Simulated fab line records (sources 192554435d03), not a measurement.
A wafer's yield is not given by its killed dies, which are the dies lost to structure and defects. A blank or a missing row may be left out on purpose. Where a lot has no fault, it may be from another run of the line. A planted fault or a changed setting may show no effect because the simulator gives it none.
fab line records :: flow n5Finfet :: part 2 of 2: steps 5 to 6 of 6
[record]
  lots = 19
  wafers = 57
  lastDay = 19
route steps=1938 shown BEOL_M0_SAQP@654 BEOL_M0@721 BEOL_M1@768
lots with no fault: from the same line, run without faults
startH: hours from the record's first day to the start of the lot's first wafer shown :: waitH: hours elapsed since this lot's preceding step :: " repeats the value in the row above :: L1.1+2: a row that stands for several wafers :: - either no value or no given start :: * or withheld: withheld :: < > ~ a bound
route shown NAME@n: names a module that has steps shown in the file, with the first one's number in the route :: usual: mean/standard deviation taken from wafers without a fault :: same: alike in all rows :: chamber/n: place in a boat :: sites: the reading at each site :: _std_site: the standard deviation of these :: _edge_site: the outer-site mean with the inner-site mean subtracted :: radiusMm: how far each site lies from the wafer's centre :: mask NAME#n: copy n :: behind: the most recent tool/chamber to have shaped the wafer :: hold: the reason the lot was held/the length of the hold in hours/how it ended :: device: transistor that didn't switch, given as n, p or np :: end of line: the same wafers' tests at the end of the route :: a step given without rows: its recipe and nothing more :: killed: count of dies lost to structure and defects at first sort (not the wafer's yield) :: map: the dies of a wafer, with x for killed, . for not killed, _ for no die there
set.NAME: the setting as run; set.NAME@STEP: as run at that earlier step :: model.NAME: the simulator's own value behind a step, which no gauge read
one table for each step of the route and one row for each wafer, over a sample of lots
services: from which hour (startH, from the record's first day; less than 0 if before it) a tool's chamber was out of use, for how many hours, and why
[[steps]]
[step N5_BEOL_M0_RS_MEAS_126]
[recipe]
  thkMeasGauge = four-point-probe
  reads = Co_of_BEOL_M0_CO_CAP_123+Cu_of_BEOL_M0_ECD_118+Co_of_BEOL_M0_CVD_115+TaN_of_BEOL_M0_ALD_136
[usual]
  M0_RS = 0.531/0.018
lot.wafer: L074.1
tool: filmMetro-02
chamber: -
startH: 130.45
waitH: 0.0
M0_RS[ohm/sq]: 0.571

lot.wafer: L074.4
tool: filmMetro-02
chamber: -
startH: 130.45
waitH: 0.0
M0_RS[ohm/sq]: 0.544

lot.wafer: L074.6
tool: filmMetro-02
chamber: -
startH: 130.45
waitH: 0.0
M0_RS[ohm/sq]: 0.499

lot.wafer: L075.2
tool: filmMetro-01
chamber: -
startH: 131.73
waitH: 0.1
M0_RS[ohm/sq]: 0.526

lot.wafer: L075.4
tool: filmMetro-01
chamber: -
startH: 131.73
waitH: 0.1
M0_RS[ohm/sq]: 0.516

lot.wafer: L075.5
tool: filmMetro-01
chamber: -
startH: 131.73
waitH: 0.1
M0_RS[ohm/sq]: 0.505

lot.wafer: L077.1
tool: filmMetro-02
chamber: -
startH: 135.08
waitH: 0.0
M0_RS[ohm/sq]: 0.542

lot.wafer: L077.2
tool: filmMetro-02
chamber: -
startH: 135.08
waitH: 0.0
M0_RS[ohm/sq]: 0.538

lot.wafer: L077.4
tool: filmMetro-02
chamber: -
startH: 135.08
waitH: 0.0
M0_RS[ohm/sq]: 0.494

lot.wafer: L078.1
tool: filmMetro-02
chamber: -
startH: 145.38
waitH: 0.0
M0_RS[ohm/sq]: 0.538

lot.wafer: L078.2
tool: filmMetro-02
chamber: -
startH: 145.38
waitH: 0.0
M0_RS[ohm/sq]: 0.515

lot.wafer: L078.4
tool: filmMetro-02
chamber: -
startH: 145.38
waitH: 0.0
M0_RS[ohm/sq]: 0.520

lot.wafer: L079.1
tool: filmMetro-01
chamber: -
startH: 151.40
waitH: 0.1
M0_RS[ohm/sq]: 0.550

lot.wafer: L079.4
tool: filmMetro-01
chamber: -
startH: 151.40
waitH: 0.1
M0_RS[ohm/sq]: 0.537

lot.wafer: L079.6
tool: filmMetro-01
chamber: -
startH: 151.40
waitH: 0.1
M0_RS[ohm/sq]: 0.528

lot.wafer: L080.2
tool: filmMetro-02
chamber: -
startH: 154.10
waitH: 0.1
M0_RS[ohm/sq]: 0.557

lot.wafer: L080.3
tool: filmMetro-02
chamber: -
startH: 154.10
waitH: 0.1
M0_RS[ohm/sq]: 0.522

lot.wafer: L080.4
tool: filmMetro-02
chamber: -
startH: 154.10
waitH: 0.1
M0_RS[ohm/sq]: 0.541

lot.wafer: L081.3
tool: filmMetro-02
chamber: -
startH: 160.90
waitH: 0.1
M0_RS[ohm/sq]: 0.503

lot.wafer: L081.4
tool: filmMetro-02
chamber: -
startH: 160.90
waitH: 0.1
M0_RS[ohm/sq]: 0.517

lot.wafer: L081.6
tool: filmMetro-02
chamber: -
startH: 160.90
waitH: 0.1
M0_RS[ohm/sq]: 0.520

lot.wafer: L082.3
tool: filmMetro-02
chamber: -
startH: 169.50
waitH: 0.1
M0_RS[ohm/sq]: 0.517

lot.wafer: L082.4
tool: filmMetro-02
chamber: -
startH: 169.50
waitH: 0.1
M0_RS[ohm/sq]: 0.526

lot.wafer: L082.6
tool: filmMetro-02
chamber: -
startH: 169.50
waitH: 0.1
M0_RS[ohm/sq]: 0.519

lot.wafer: L083.2
tool: filmMetro-01
chamber: -
startH: 173.06
waitH: 0.1
M0_RS[ohm/sq]: 0.532

lot.wafer: L083.5
tool: filmMetro-01
chamber: -
startH: 173.06
waitH: 0.1
M0_RS[ohm/sq]: 0.530

lot.wafer: L083.6
tool: filmMetro-01
chamber: -
startH: 173.06
waitH: 0.1
M0_RS[ohm/sq]: 0.514

lot.wafer: L084.1
tool: filmMetro-01
chamber: -
startH: 181.77
waitH: 0.0
M0_RS[ohm/sq]: 0.541

lot.wafer: L084.3
tool: filmMetro-01
chamber: -
startH: 181.77
waitH: 0.0
M0_RS[ohm/sq]: 0.540

lot.wafer: L084.5
tool: filmMetro-01
chamber: -
startH: 181.77
waitH: 0.0
M0_RS[ohm/sq]: 0.514

lot.wafer: L085.2
tool: filmMetro-02
chamber: -
startH: 188.63
waitH: 0.1
M0_RS[ohm/sq]: 0.552

lot.wafer: L085.4
tool: filmMetro-02
chamber: -
startH: 188.63
waitH: 0.1
M0_RS[ohm/sq]: 0.521

lot.wafer: L085.6
tool: filmMetro-02
chamber: -
startH: 188.63
waitH: 0.1
M0_RS[ohm/sq]: 0.528

lot.wafer: L086.1
tool: filmMetro-02
chamber: -
startH: 191.17
waitH: 0.0
M0_RS[ohm/sq]: 0.506

lot.wafer: L086.2
tool: filmMetro-02
chamber: -
startH: 191.17
waitH: 0.0
M0_RS[ohm/sq]: 0.547

lot.wafer: L086.3
tool: filmMetro-02
chamber: -
startH: 191.17
waitH: 0.0
M0_RS[ohm/sq]: 0.548

lot.wafer: L087.1
tool: filmMetro-01
chamber: -
startH: 194.02
waitH: 0.1
M0_RS[ohm/sq]: 0.557

lot.wafer: L087.2
tool: filmMetro-01
chamber: -
startH: 194.02
waitH: 0.1
M0_RS[ohm/sq]: 0.554

lot.wafer: L087.5
tool: filmMetro-01
chamber: -
startH: 194.02
waitH: 0.1
M0_RS[ohm/sq]: 0.519

lot.wafer: L090.1
tool: filmMetro-02
chamber: -
startH: 215.12
waitH: 0.0
M0_RS[ohm/sq]: 0.521

lot.wafer: L090.5
tool: filmMetro-02
chamber: -
startH: 215.12
waitH: 0.0
M0_RS[ohm/sq]: 0.543

lot.wafer: L090.6
tool: filmMetro-02
chamber: -
startH: 215.12
waitH: 0.0
M0_RS[ohm/sq]: 0.521

lot.wafer: L093.2
tool: filmMetro-01
chamber: -
startH: 237.18
waitH: 0.1
M0_RS[ohm/sq]: 0.515

lot.wafer: L093.4
tool: filmMetro-01
chamber: -
startH: 237.18
waitH: 0.1
M0_RS[ohm/sq]: 0.506

lot.wafer: L093.6
tool: filmMetro-01
chamber: -
startH: 237.18
waitH: 0.1
M0_RS[ohm/sq]: 0.538

lot.wafer: L094.4
tool: filmMetro-01
chamber: -
startH: 246.37
waitH: 0.0
M0_RS[ohm/sq]: 0.518

lot.wafer: L094.5
tool: filmMetro-01
chamber: -
startH: 246.37
waitH: 0.0
M0_RS[ohm/sq]: 0.523

lot.wafer: L094.6
tool: filmMetro-01
chamber: -
startH: 246.37
waitH: 0.0
M0_RS[ohm/sq]: 0.523

lot.wafer: L095.1
tool: filmMetro-01
chamber: -
startH: 252.65
waitH: 0.0
M0_RS[ohm/sq]: 0.520

lot.wafer: L095.3
tool: filmMetro-01
chamber: -
startH: 252.65
waitH: 0.0
M0_RS[ohm/sq]: 0.552

lot.wafer: L095.6
tool: filmMetro-01
chamber: -
startH: 252.65
waitH: 0.0
M0_RS[ohm/sq]: 0.512

lot.wafer: L097.1
tool: filmMetro-01
chamber: -
startH: 266.19
waitH: 0.0
M0_RS[ohm/sq]: 0.562

lot.wafer: L097.3
tool: filmMetro-01
chamber: -
startH: 266.19
waitH: 0.0
M0_RS[ohm/sq]: 0.562

lot.wafer: L097.6
tool: filmMetro-01
chamber: -
startH: 266.19
waitH: 0.0
M0_RS[ohm/sq]: 0.513

lot.wafer: L096.1
tool: filmMetro-02
chamber: -
startH: 266.26
waitH: 0.0
M0_RS[ohm/sq]: 0.530

lot.wafer: L096.3
tool: filmMetro-02
chamber: -
startH: 266.26
waitH: 0.0
M0_RS[ohm/sq]: 0.531

lot.wafer: L096.4
tool: filmMetro-02
chamber: -
startH: 266.26
waitH: 0.0
M0_RS[ohm/sq]: 0.508
[step N5_BEOL_M1_ETCH_74]
[recipe]
  chemistry = N2/H2
  target = underlayer
  targetDepthA = 65
  maskMaterial = CAR-EUV
  timeS = 5.2
  ionEnergyEv = 200
  pressureMtorr = 30
  sourceW = 840
  biasW = 150
  n2FlowSccm = 200
  h2FlowSccm = 200
  ends = cleared
[usual]
  drypumpMotorCurrentA = 5.5/0.38
  etchRfOnTimeS = 5.21/0.14
  oesProductAu = 0.67/0.076
  rfVppV = 524.9/2.5
  showerheadPlenumPTorr = 2.58/0.083
  throttleValvePct = 17.98/0.23
lot.wafer: L074.1
tool: rieDiel-05
chamber: 0
startH: 131.64
waitH: 0.0
drypumpMotorCurrentA: 5.0
etchRfOnTimeS: 5.35
oesProductAu: 0.57
rfHoursCounterH: 235
rfVppV: 524.7
showerheadPlenumPTorr: 2.64
throttleValvePct: 18.63

lot.wafer: L074.4
tool: rieDiel-05
chamber: 1
startH: 131.64
waitH: 0.0
drypumpMotorCurrentA: 6.2
etchRfOnTimeS: 5.28
oesProductAu: 0.70
rfHoursCounterH: 68
rfVppV: 526.6
showerheadPlenumPTorr: 2.59
throttleValvePct: 18.17

lot.wafer: L074.6
tool: rieDiel-05
chamber: 3
startH: 131.64
waitH: 0.0
drypumpMotorCurrentA: 5.4
etchRfOnTimeS: 5.28
oesProductAu: 0.64
rfHoursCounterH: -
rfVppV: 520.9
showerheadPlenumPTorr: 2.42
throttleValvePct: 17.72

lot.wafer: L075.2
tool: rieDiel-05
chamber: 3
startH: 134.98
waitH: 0.0
drypumpMotorCurrentA: 5.4
etchRfOnTimeS: 5.13
oesProductAu: 0.66
rfHoursCounterH: 158
rfVppV: 519.9
showerheadPlenumPTorr: 2.43
throttleValvePct: 17.72

lot.wafer: L075.4
tool: rieDiel-05
chamber: 0
startH: 134.98
waitH: 0.0
drypumpMotorCurrentA: 5.0
etchRfOnTimeS: 5.29
oesProductAu: 0.58
rfHoursCounterH: 235
rfVppV: 526.9
showerheadPlenumPTorr: 2.63
throttleValvePct: 18.63

lot.wafer: L075.5
tool: rieDiel-05
chamber: 0
startH: 134.98
waitH: 0.0
drypumpMotorCurrentA: 5.0
etchRfOnTimeS: 5.27
oesProductAu: 0.56
rfHoursCounterH: -
rfVppV: 524.8
showerheadPlenumPTorr: 2.63
throttleValvePct: 18.63

lot.wafer: L077.1
tool: rieDiel-04
chamber: 0
startH: 136.26
waitH: 0.0
drypumpMotorCurrentA: 5.5
etchRfOnTimeS: 5.19
oesProductAu: 0.64
rfHoursCounterH: 175
rfVppV: 527.2
showerheadPlenumPTorr: 2.65
throttleValvePct: 17.67

lot.wafer: L077.2
tool: rieDiel-04
chamber: 1
startH: 136.26
waitH: 0.0
drypumpMotorCurrentA: 5.0
etchRfOnTimeS: 5.52
oesProductAu: 0.62
rfHoursCounterH: 131
rfVppV: 528.1
showerheadPlenumPTorr: 2.65
throttleValvePct: 17.84

lot.wafer: L077.4
tool: rieDiel-04
chamber: 1
startH: 136.26
waitH: 0.0
drypumpMotorCurrentA: 5.0
etchRfOnTimeS: 5.55
oesProductAu: 0.63
rfHoursCounterH: -
rfVppV: 530.2
showerheadPlenumPTorr: 2.65
throttleValvePct: 17.83

lot.wafer: L078.1
tool: rieDiel-04
chamber: 0
startH: 146.80
waitH: 0.0
drypumpMotorCurrentA: 5.5
etchRfOnTimeS: 5.22
oesProductAu: 0.64
rfHoursCounterH: 180
rfVppV: 527.4
showerheadPlenumPTorr: 2.64
throttleValvePct: 17.69

lot.wafer: L078.2
tool: rieDiel-04
chamber: 3
startH: 146.80
waitH: 0.0
drypumpMotorCurrentA: 5.4
etchRfOnTimeS: 5.20
oesProductAu: 0.58
rfHoursCounterH: 217
rfVppV: 521.6
showerheadPlenumPTorr: 2.53
throttleValvePct: 18.25

lot.wafer: L078.4
tool: rieDiel-04
chamber: 1
startH: 146.80
waitH: 0.0
drypumpMotorCurrentA: 4.9
etchRfOnTimeS: 5.49
oesProductAu: 0.64
rfHoursCounterH: -
rfVppV: 527.2
showerheadPlenumPTorr: 2.64
throttleValvePct: 17.82

lot.wafer: L079.1
tool: rieDiel-02
chamber: 2
startH: 153.26
waitH: 0.0
drypumpMotorCurrentA: 5.7
etchRfOnTimeS: 5.15
oesProductAu: 0.65
rfHoursCounterH: 148
rfVppV: 526.1
showerheadPlenumPTorr: 2.66
throttleValvePct: 17.91

lot.wafer: L079.4
tool: rieDiel-02
chamber: 3
startH: 153.26
waitH: 0.0
drypumpMotorCurrentA: 5.7
etchRfOnTimeS: 5.04
oesProductAu: 0.82
rfHoursCounterH: 7
rfVppV: 528.4
showerheadPlenumPTorr: 2.72
throttleValvePct: 17.67

lot.wafer: L079.6
tool: rieDiel-02
chamber: 2
startH: 153.26
waitH: 0.0
drypumpMotorCurrentA: 5.7
etchRfOnTimeS: 5.10
oesProductAu: 0.66
rfHoursCounterH: -
rfVppV: 523.4
showerheadPlenumPTorr: 2.66
throttleValvePct: 17.88

lot.wafer: L080.2
tool: rieDiel-02
chamber: 0
startH: 156.22
waitH: 0.0
drypumpMotorCurrentA: 5.5
etchRfOnTimeS: 5.32
oesProductAu: 0.67
rfHoursCounterH: 101
rfVppV: 525.1
showerheadPlenumPTorr: 2.58
throttleValvePct: 18.04

lot.wafer: L080.3
tool: rieDiel-02
chamber: 3
startH: 156.22
waitH: 0.0
drypumpMotorCurrentA: 5.7
etchRfOnTimeS: 5.04
oesProductAu: 0.81
rfHoursCounterH: 8
rfVppV: 528.6
showerheadPlenumPTorr: 2.72
throttleValvePct: 17.69

lot.wafer: L080.4
tool: rieDiel-02
chamber: 2
startH: 156.22
waitH: 0.0
drypumpMotorCurrentA: 5.7
etchRfOnTimeS: 5.11
oesProductAu: 0.65
rfHoursCounterH: 149
rfVppV: 527.8
showerheadPlenumPTorr: 2.66
throttleValvePct: 17.88

lot.wafer: L081.3
tool: rieDiel-04
chamber: 1
startH: 162.47
waitH: 0.0
drypumpMotorCurrentA: 5.0
etchRfOnTimeS: 5.50
oesProductAu: 0.62
rfHoursCounterH: 141
rfVppV: 526.1
showerheadPlenumPTorr: 2.64
throttleValvePct: 17.86

lot.wafer: L081.4
tool: rieDiel-04
chamber: 2
startH: 162.47
waitH: 0.0
drypumpMotorCurrentA: 5.0
etchRfOnTimeS: 5.16
oesProductAu: 0.82
rfHoursCounterH: 2
rfVppV: 526.9
showerheadPlenumPTorr: 2.60
throttleValvePct: 17.82

lot.wafer: L081.6
tool: rieDiel-04
chamber: 3
startH: 162.47
waitH: 0.0
drypumpMotorCurrentA: 5.4
etchRfOnTimeS: 5.26
oesProductAu: 0.59
rfHoursCounterH: -
rfVppV: 521.2
showerheadPlenumPTorr: 2.53
throttleValvePct: 18.27

lot.wafer: L082.3
tool: rieDiel-05
chamber: 3
startH: 170.98
waitH: 0.0
drypumpMotorCurrentA: 5.4
etchRfOnTimeS: 5.19
oesProductAu: 0.63
rfHoursCounterH: 169
rfVppV: 521.0
showerheadPlenumPTorr: 2.42
throttleValvePct: 17.73

lot.wafer: L082.4
tool: rieDiel-05
chamber: 2
startH: 170.98
waitH: 0.0
drypumpMotorCurrentA: 5.7
etchRfOnTimeS: 5.20
oesProductAu: 0.64
rfHoursCounterH: 148
rfVppV: 521.1
showerheadPlenumPTorr: 2.43
throttleValvePct: 18.04

lot.wafer: L082.6
tool: rieDiel-05
chamber: 2
startH: 170.98
waitH: 0.0
drypumpMotorCurrentA: 5.7
etchRfOnTimeS: 5.23
oesProductAu: 0.64
rfHoursCounterH: -
rfVppV: 522.0
showerheadPlenumPTorr: 2.43
throttleValvePct: 18.02

lot.wafer: L083.2
tool: rieDiel-02
chamber: 2
startH: 173.83
waitH: 0.0
drypumpMotorCurrentA: 5.7
etchRfOnTimeS: 5.14
oesProductAu: 0.64
rfHoursCounterH: 153
rfVppV: 526.4
showerheadPlenumPTorr: 2.65
throttleValvePct: 17.89

lot.wafer: L083.5
tool: rieDiel-02
chamber: 3
startH: 173.83
waitH: 0.0
drypumpMotorCurrentA: 5.7
etchRfOnTimeS: 5.09
oesProductAu: 0.80
rfHoursCounterH: -
rfVppV: 530.4
showerheadPlenumPTorr: 2.72
throttleValvePct: 17.66

lot.wafer: L083.6
tool: rieDiel-02
chamber: 2
startH: 173.83
waitH: 0.0
drypumpMotorCurrentA: 5.7
etchRfOnTimeS: 5.15
oesProductAu: 0.64
rfHoursCounterH: -
rfVppV: 526.2
showerheadPlenumPTorr: 2.65
throttleValvePct: 17.88

lot.wafer: L084.1
tool: rieDiel-02
chamber: 2
startH: 182.99
waitH: 0.0
drypumpMotorCurrentA: 5.7
etchRfOnTimeS: 5.10
oesProductAu: 0.65
rfHoursCounterH: 156
rfVppV: 527.9
showerheadPlenumPTorr: 2.65
throttleValvePct: 17.91

lot.wafer: L084.3
tool: rieDiel-02
chamber: 0
startH: 182.99
waitH: 0.0
drypumpMotorCurrentA: 5.6
etchRfOnTimeS: 5.27
oesProductAu: 0.66
rfHoursCounterH: 108
rfVppV: 525.2
showerheadPlenumPTorr: 2.58
throttleValvePct: 18.03

lot.wafer: L084.5
tool: rieDiel-02
chamber: 3
startH: 182.99
waitH: 0.0
drypumpMotorCurrentA: 5.7
etchRfOnTimeS: 5.06
oesProductAu: 0.80
rfHoursCounterH: -
rfVppV: 527.1
showerheadPlenumPTorr: 2.72
throttleValvePct: 17.73

lot.wafer: L085.2
tool: rieDiel-02
chamber: 0
startH: 189.59
waitH: 0.0
drypumpMotorCurrentA: 5.6
etchRfOnTimeS: 5.32
oesProductAu: 0.65
rfHoursCounterH: 110
rfVppV: 525.2
showerheadPlenumPTorr: 2.58
throttleValvePct: 18.05

lot.wafer: L085.4
tool: rieDiel-02
chamber: 1
startH: 189.59
waitH: 0.0
drypumpMotorCurrentA: 6.0
etchRfOnTimeS: 5.08
oesProductAu: 0.75
rfHoursCounterH: 49
rfVppV: 523.8
showerheadPlenumPTorr: 2.58
throttleValvePct: 18.16

lot.wafer: L085.6
tool: rieDiel-02
chamber: 0
startH: 189.59
waitH: 0.0
drypumpMotorCurrentA: 5.6
etchRfOnTimeS: 5.29
oesProductAu: 0.66
rfHoursCounterH: -
rfVppV: 523.2
showerheadPlenumPTorr: 2.58
throttleValvePct: 18.06

lot.wafer: L086.1
tool: rieDiel-04
chamber: 0
startH: 191.95
waitH: 0.0
drypumpMotorCurrentA: 5.5
etchRfOnTimeS: 5.20
oesProductAu: 0.62
rfHoursCounterH: 194
rfVppV: 526.1
showerheadPlenumPTorr: 2.64
throttleValvePct: 17.70

lot.wafer: L086.2
tool: rieDiel-04
chamber: 1
startH: 191.95
waitH: 0.0
drypumpMotorCurrentA: 5.0
etchRfOnTimeS: 5.61
oesProductAu: 0.62
rfHoursCounterH: 149
rfVppV: 528.1
showerheadPlenumPTorr: 2.64
throttleValvePct: 17.89

lot.wafer: L086.3
tool: rieDiel-04
chamber: 3
startH: 191.95
waitH: 0.0
drypumpMotorCurrentA: 5.4
etchRfOnTimeS: 5.30
oesProductAu: 0.57
rfHoursCounterH: 231
rfVppV: 522.6
showerheadPlenumPTorr: 2.52
throttleValvePct: 18.26

lot.wafer: L087.1
tool: rieDiel-04
chamber: 0
startH: 196.75
waitH: 0.0
drypumpMotorCurrentA: 5.5
etchRfOnTimeS: 5.18
oesProductAu: 0.63
rfHoursCounterH: 195
rfVppV: 525.0
showerheadPlenumPTorr: 2.64
throttleValvePct: 17.72

lot.wafer: L087.2
tool: rieDiel-04
chamber: 2
startH: 196.75
waitH: 0.0
drypumpMotorCurrentA: 5.0
etchRfOnTimeS: 5.08
oesProductAu: 0.79
rfHoursCounterH: 12
rfVppV: 526.0
showerheadPlenumPTorr: 2.60
throttleValvePct: 17.82

lot.wafer: L087.5
tool: rieDiel-04
chamber: 3
startH: 196.75
waitH: 0.0
drypumpMotorCurrentA: 5.3
etchRfOnTimeS: 5.21
oesProductAu: 0.57
rfHoursCounterH: -
rfVppV: 523.6
showerheadPlenumPTorr: 2.52
throttleValvePct: 18.27

lot.wafer: L090.1
tool: rieDiel-04
chamber: 0
startH: 216.63
waitH: 0.0
drypumpMotorCurrentA: 5.5
etchRfOnTimeS: 5.13
oesProductAu: 0.62
rfHoursCounterH: 201
rfVppV: 527.5
showerheadPlenumPTorr: 2.63
throttleValvePct: 17.76

lot.wafer: L090.5
tool: rieDiel-04
chamber: 3
startH: 216.63
waitH: 0.0
drypumpMotorCurrentA: 5.4
etchRfOnTimeS: 5.18
oesProductAu: 0.58
rfHoursCounterH: -
rfVppV: 520.3
showerheadPlenumPTorr: 2.52
throttleValvePct: 18.28

lot.wafer: L090.6
tool: rieDiel-04
chamber: 2
startH: 216.63
waitH: 0.0
drypumpMotorCurrentA: 5.0
etchRfOnTimeS: 5.03
oesProductAu: 0.78
rfHoursCounterH: -
rfVppV: 525.1
showerheadPlenumPTorr: 2.59
throttleValvePct: 17.84

lot.wafer: L093.2
tool: rieDiel-05
chamber: 0
startH: 238.33
waitH: 0.0
drypumpMotorCurrentA: 5.0
etchRfOnTimeS: 5.13
oesProductAu: 0.81
rfHoursCounterH: 11
rfVppV: 524.6
showerheadPlenumPTorr: 2.62
throttleValvePct: 18.31

lot.wafer: L093.4
tool: rieDiel-05
chamber: 2
startH: 238.33
waitH: 0.0
drypumpMotorCurrentA: 5.7
etchRfOnTimeS: 5.21
oesProductAu: 0.63
rfHoursCounterH: 174
rfVppV: 522.0
showerheadPlenumPTorr: 2.42
throttleValvePct: 18.07

lot.wafer: L093.6
tool: rieDiel-05
chamber: 1
startH: 238.33
waitH: 0.0
drypumpMotorCurrentA: 6.2
etchRfOnTimeS: 5.13
oesProductAu: 0.68
rfHoursCounterH: -
rfVppV: 525.5
showerheadPlenumPTorr: 2.58
throttleValvePct: 18.24

lot.wafer: L094.4
tool: rieDiel-02
chamber: 2
startH: 248.94
waitH: 0.0
drypumpMotorCurrentA: 5.7
etchRfOnTimeS: 5.09
oesProductAu: 0.63
rfHoursCounterH: 173
rfVppV: 527.9
showerheadPlenumPTorr: 2.65
throttleValvePct: 17.91

lot.wafer: L094.5
tool: rieDiel-02
chamber: 1
startH: 248.94
waitH: 0.0
drypumpMotorCurrentA: 6.1
etchRfOnTimeS: 5.13
oesProductAu: 0.73
rfHoursCounterH: -
rfVppV: 524.5
showerheadPlenumPTorr: 2.58
throttleValvePct: 18.17

lot.wafer: L094.6
tool: rieDiel-02
chamber: 2
startH: 248.94
waitH: 0.0
drypumpMotorCurrentA: 5.7
etchRfOnTimeS: 5.15
oesProductAu: 0.63
rfHoursCounterH: -
rfVppV: 524.9
showerheadPlenumPTorr: 2.65
throttleValvePct: 17.91

lot.wafer: L095.1
tool: rieDiel-04
chamber: 0
startH: 257.22
waitH: 0.0
drypumpMotorCurrentA: 5.5
etchRfOnTimeS: 5.20
oesProductAu: 0.60
rfHoursCounterH: 216
rfVppV: 525.6
showerheadPlenumPTorr: 2.63
throttleValvePct: 17.74

lot.wafer: L095.3
tool: rieDiel-04
chamber: 1
startH: 257.22
waitH: 0.0
drypumpMotorCurrentA: 5.0
etchRfOnTimeS: 5.64
oesProductAu: 0.62
rfHoursCounterH: 162
rfVppV: 529.8
showerheadPlenumPTorr: 2.63
throttleValvePct: 17.88

lot.wafer: L095.6
tool: rieDiel-04
chamber: 2
startH: 257.22
waitH: 0.0
drypumpMotorCurrentA: 4.9
etchRfOnTimeS: 5.08
oesProductAu: 0.76
rfHoursCounterH: -
rfVppV: 526.8
showerheadPlenumPTorr: 2.59
throttleValvePct: 17.87

lot.wafer: L097.1
tool: rieDiel-02
chamber: 1
startH: 270.58
waitH: 0.0
drypumpMotorCurrentA: 6.0
etchRfOnTimeS: 5.10
oesProductAu: 0.72
rfHoursCounterH: 68
rfVppV: 523.6
showerheadPlenumPTorr: 2.58
throttleValvePct: 18.19

lot.wafer: L097.3
tool: rieDiel-02
chamber: 0
startH: 270.58
waitH: 0.0
drypumpMotorCurrentA: 5.6
etchRfOnTimeS: 5.28
oesProductAu: 0.64
rfHoursCounterH: 130
rfVppV: 522.5
showerheadPlenumPTorr: 2.57
throttleValvePct: 18.07

lot.wafer: L097.6
tool: rieDiel-02
chamber: 3
startH: 270.58
waitH: 0.0
drypumpMotorCurrentA: 5.7
etchRfOnTimeS: 5.13
oesProductAu: 0.75
rfHoursCounterH: -
rfVppV: 529.8
showerheadPlenumPTorr: 2.71
throttleValvePct: 17.73

lot.wafer: L096.1
tool: rieDiel-04
chamber: 2
startH: 270.80
waitH: 0.0
drypumpMotorCurrentA: 5.0
etchRfOnTimeS: 5.09
oesProductAu: 0.74
rfHoursCounterH: 35
rfVppV: 523.0
showerheadPlenumPTorr: 2.59
throttleValvePct: 17.87

lot.wafer: L096.3
tool: rieDiel-04
chamber: 3
startH: 270.80
waitH: 0.0
drypumpMotorCurrentA: 5.4
etchRfOnTimeS: 5.20
oesProductAu: 0.84
rfHoursCounterH: 0
rfVppV: 524.1
showerheadPlenumPTorr: 2.52
throttleValvePct: 17.89

lot.wafer: L096.4
tool: rieDiel-04
chamber: 1
startH: 270.80
waitH: 0.0
drypumpMotorCurrentA: 5.0
etchRfOnTimeS: 5.56
oesProductAu: 0.60
rfHoursCounterH: 165
rfVppV: 528.6
showerheadPlenumPTorr: 2.63
throttleValvePct: 17.92
[[services]]
tool: rieDiel-01
chamber: 2
startH: 87.98
hours: 4.9
kind: repair

tool: rieDiel-04
chamber: -
startH: 95.90
hours: 0.4
kind: repair

tool: rieSi-06
chamber: 3
startH: 101.48
hours: 1.8
kind: repair

tool: rieDiel-01
chamber: 3
startH: 105.08
hours: 9.1
kind: repair

tool: rieDiel-01
chamber: 0
startH: 113.19
hours: 5.2
kind: repair

tool: rieDiel-06
chamber: 2
startH: 113.32
hours: 8.0
kind: repair

tool: rieDiel-05
chamber: 2
startH: 128.71
hours: 1.6
kind: repair

tool: rieDiel-05
chamber: -
startH: 139.60
hours: 0.4
kind: repair

tool: rieDiel-06
chamber: 2
startH: 144.85
hours: 12.2
kind: repair

tool: rieDiel-03
chamber: 0
startH: 170.10
hours: 5.9
kind: repair

tool: rieDiel-02
chamber: -
startH: 180.09
hours: 1.3
kind: repair

tool: rieDiel-01
chamber: 0
startH: 198.22
hours: 3.0
kind: repair

tool: rieSi-04
chamber: 2
startH: 199.40
hours: 3.5
kind: repair

tool: rieSi-01
chamber: 0
startH: 203.69
hours: 4.8
kind: repair

tool: rieSi-04
chamber: 3
startH: 207.68
hours: 11.0
kind: repair

tool: rieDiel-05
chamber: 1
startH: 213.02
hours: 4.7
kind: repair

tool: rieDiel-04
chamber: 1
startH: 214.95
hours: 6.7
kind: repair

tool: rieDiel-04
chamber: 1
startH: 222.61
hours: 13.5
kind: repair

tool: rieDiel-05
chamber: 1
startH: 230.47
hours: 5.5
kind: repair

tool: rieDiel-02
chamber: 1
startH: 230.65
hours: 2.4
kind: repair

tool: rieSi-04
chamber: 0
startH: 258.93
hours: 17.5
kind: repair

tool: rieSi-04
chamber: -
startH: 259.89
hours: 0.3
kind: repair

tool: rieDiel-05
chamber: 3
startH: 263.47
hours: 13.5
kind: repair

tool: rieDiel-03
chamber: 2
startH: 263.59
hours: 3.8
kind: repair
